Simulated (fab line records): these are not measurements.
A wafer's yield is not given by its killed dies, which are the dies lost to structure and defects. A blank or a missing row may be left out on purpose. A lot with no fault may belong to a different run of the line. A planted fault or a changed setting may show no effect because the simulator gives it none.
Chamber matching    flow n5_finfet    N5_BEOL_M5_CO_CAP_78 on cvd_co-01 has 3 sister chambers
The step material Co, precursor CCTBA/H2, target thk 2 nm, time 102.1 s. 3 wafers are shown with their chamber, then 6 later ones without.

== WAFERS, EACH WITH ITS CHAMBER ==
wafer   chamber  heater_power_w (W)
L450.4  0        239
L456.1  2        228
L456.4  1        236

== WAFERS MISSING THEIR CHAMBER ==
wafer   heater_power_w (W)
L461.4  247
L461.5  236
L461.6  223
L463.2  236
L463.3  248
L463.5  243

== CHAMBER TAKEN BY EACH ==
wafer   from the rows above           in truth
L461.4  can't be placed: 0 or 1 or 2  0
L461.5  can't be placed: 1 or 0 or 2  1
L461.6  can't be placed: 2 or 1 or 0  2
L463.2  can't be placed: 1 or 0 or 2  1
L463.3  can't be placed: 0 or 1 or 2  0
L463.5  can't be placed: 0 or 1 or 2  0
Placed correctly: 0 of 6. Unplaceable from these rows: 6, with the true chamber sitting among the candidates in 6. 0 placed wrongly.
How it was worked out, from the rows above alone: a wafer's distance from a chamber is the root of the sum, over the readings, of the square of ((its reading less the chamber's mean) divided by the reading's scatter). If the next closest chamber is less than 2 further off than the closest, the wafer can't be placed; otherwise it belongs to the closest. The mean given for a chamber averages the wafers shown for that chamber. The scatter (one wafer shown for each chamber): square how far every hidden wafer sits from the nearest shown wafer, average those squares and take the square root.
